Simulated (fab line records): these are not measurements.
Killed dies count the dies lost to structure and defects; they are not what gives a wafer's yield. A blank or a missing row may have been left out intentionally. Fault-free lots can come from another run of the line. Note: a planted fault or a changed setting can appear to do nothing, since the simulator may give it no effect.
Which tool was responsible? || flow n5_finfet || Sampling: 10 lots, 27 wafers, 5 of 1938 route steps

WHAT THE GAUGES READ, wafer by wafer
N5_BEOL_M4_RC_MEAS_101.
{"lot": "L894", "measured": "day 8 07:31", "on": "prober-01", "IOFF_P_LIN (nA/um)": "0.092 0.109 0.104"}
{"lot": "L895", "measured": "day 8 18:02", "on": "prober-02", "IOFF_P_LIN (nA/um)": "0.075 0.090 0.080"}
{"lot": "L897", "measured": "day 9 09:04", "on": "prober-02", "IOFF_P_LIN (nA/um)": "0.100 0.100 0.121"}
{"lot": "L901", "measured": "day 10 12:10", "on": "prober-01", "IOFF_P_LIN (nA/um)": "0.120 0.101 0.102"}
{"lot": "L903", "measured": "day 10 18:57", "on": "prober-01", "IOFF_P_LIN (nA/um)": "0.085 0.083 0.088"}
{"lot": "L905", "measured": "day 11 10:46", "on": "prober-01", "IOFF_P_LIN (nA/um)": "0.103 0.090 0.082"}
{"lot": "L907", "measured": "day 11 13:50", "on": "prober-02", "IOFF_P_LIN (nA/um)": "0.098 0.098 0.096"}
{"lot": "L912", "measured": "day 12 20:27", "on": "prober-01", "IOFF_P_LIN (nA/um)": "0.096 0.528"}
{"lot": "L914", "measured": "day 13 12:44", "on": "prober-01", "IOFF_P_LIN (nA/um)": "0.706 0.716"}
{"lot": "L916", "measured": "day 13 22:20", "on": "prober-02", "IOFF_P_LIN (nA/um)": "0.097 0.485"}

WHICH TOOL RAN EACH LOT (tool, then ch and the chambers of the sampled wafers, then the start)
{"lot": "L894", "N5_HKMG_FIN_CVD_62": "thermal_cvd_si-02 ch 1,2, day 4 07:56", "N5_BEOL_M4_SPUTTER_90": "pvd_sputter-01, day 8 05:36", "N5_BEOL_M4_SPUTTER_94": "pvd_sputter-01, day 8 06:02", "N5_BEOL_M4_SPUTTER_96": "pvd_sputter-01, day 8 06:16"}
{"lot": "L895", "N5_HKMG_FIN_CVD_62": "thermal_cvd_si-01 ch 0,1, day 4 12:44", "N5_BEOL_M4_SPUTTER_90": "pvd_sputter-03, day 8 16:16", "N5_BEOL_M4_SPUTTER_94": "pvd_sputter-03, day 8 16:42", "N5_BEOL_M4_SPUTTER_96": "pvd_sputter-03, day 8 16:55"}
{"lot": "L897", "N5_HKMG_FIN_CVD_62": "thermal_cvd_si-01 ch 1,2, day 5 01:48", "N5_BEOL_M4_SPUTTER_90": "pvd_sputter-01, day 9 07:00", "N5_BEOL_M4_SPUTTER_94": "pvd_sputter-01, day 9 07:26", "N5_BEOL_M4_SPUTTER_96": "pvd_sputter-01, day 9 07:40"}
{"lot": "L901", "N5_HKMG_FIN_CVD_62": "thermal_cvd_si-01 ch 0,1,2, day 6 02:22", "N5_BEOL_M4_SPUTTER_90": "pvd_sputter-01, day 10 09:16", "N5_BEOL_M4_SPUTTER_94": "pvd_sputter-01, day 10 09:42", "N5_BEOL_M4_SPUTTER_96": "pvd_sputter-01, day 10 09:55"}
{"lot": "L903", "N5_HKMG_FIN_CVD_62": "thermal_cvd_si-01 ch 0,1, day 6 15:53", "N5_BEOL_M4_SPUTTER_90": "pvd_sputter-03, day 10 17:06", "N5_BEOL_M4_SPUTTER_94": "pvd_sputter-03, day 10 17:32", "N5_BEOL_M4_SPUTTER_96": "pvd_sputter-03, day 10 17:46"}
{"lot": "L905", "N5_HKMG_FIN_CVD_62": "thermal_cvd_si-01 ch 1, day 7 04:02", "N5_BEOL_M4_SPUTTER_90": "pvd_sputter-02, day 11 09:00", "N5_BEOL_M4_SPUTTER_94": "pvd_sputter-02, day 11 09:26", "N5_BEOL_M4_SPUTTER_96": "pvd_sputter-02, day 11 09:40"}
{"lot": "L907", "N5_HKMG_FIN_CVD_62": "thermal_cvd_si-01 ch 0,1, day 7 13:22", "N5_BEOL_M4_SPUTTER_90": "pvd_sputter-02, day 11 12:00", "N5_BEOL_M4_SPUTTER_94": "pvd_sputter-02, day 11 12:26", "N5_BEOL_M4_SPUTTER_96": "pvd_sputter-02, day 11 12:40"}
{"lot": "L912", "N5_HKMG_FIN_CVD_62": "thermal_cvd_si-01 ch 0,1, day 8 23:14", "N5_BEOL_M4_SPUTTER_90": "pvd_sputter-03, day 12 18:18", "N5_BEOL_M4_SPUTTER_94": "pvd_sputter-03, day 12 18:44", "N5_BEOL_M4_SPUTTER_96": "pvd_sputter-03, day 12 18:58"}
{"lot": "L914", "N5_HKMG_FIN_CVD_62": "thermal_cvd_si-01 ch 0,2, day 9 07:39", "N5_BEOL_M4_SPUTTER_90": "pvd_sputter-01, day 13 10:59", "N5_BEOL_M4_SPUTTER_94": "pvd_sputter-01, day 13 11:25", "N5_BEOL_M4_SPUTTER_96": "pvd_sputter-01, day 13 11:38"}
{"lot": "L916", "N5_HKMG_FIN_CVD_62": "thermal_cvd_si-01 ch 0,1, day 9 20:08", "N5_BEOL_M4_SPUTTER_90": "pvd_sputter-01, day 13 20:16", "N5_BEOL_M4_SPUTTER_94": "pvd_sputter-01, day 13 20:43", "N5_BEOL_M4_SPUTTER_96": "pvd_sputter-01, day 13 20:56"}
- N5_HKMG_FIN_CVD_62: deposits a-Si from Si2H6, target thk 3 nm, time 20.8 s.
- N5_BEOL_M4_SPUTTER_90: material Cu, target thk 4.5 nm, time 8.29 s.
- N5_BEOL_M4_SPUTTER_94: material Cu, target thk 4.5 nm, time 8.29 s.
- N5_BEOL_M4_SPUTTER_96: material Cu, target thk 4.5 nm, time 8.29 s.

THE ANSWER, worked out from the rows above alone
Rule: the usual values come from the lots themselves. The widest of any qualifying gaps counts: lots, ordered by their means at a reading, are off when they make up no more than a third of the lots, leave a main group of 4 or more, and stand apart from it by 3 or more times the standard deviation of that group's means. A main group is skipped when, at the precision printed for the reading in the tables above, its means are all equal. A lot without any number at a reading at which 4 lots or more have one is off too. Any other lot the step has rows for is counted as sound.
Off: L912, L914, L916, at N5_BEOL_M4_RC_MEAS_101 (IOFF_P_LIN). For the main group the mean is 0.096 nA/um and the standard deviation 0.0095.
If a tool, at a process step before that reading, ran all the lots that are off and no sound lot after the first of them, it fits. The gauges at N5_BEOL_M4_RC_MEAS_101 are tried like those tools. One candidate fits, namely thermal_cvd_si-01 at N5_HKMG_FIN_CVD_62. A fault onset in the window from L907 (day 7 13:22, its last sound lot) to L912 (day 8 23:14, its first lot off) fits.

WHAT THE SIMULATOR PUT IN
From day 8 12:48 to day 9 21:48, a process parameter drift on thermal_cvd_si-01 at N5_HKMG_FIN_CVD_62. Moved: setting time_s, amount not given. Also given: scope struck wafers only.
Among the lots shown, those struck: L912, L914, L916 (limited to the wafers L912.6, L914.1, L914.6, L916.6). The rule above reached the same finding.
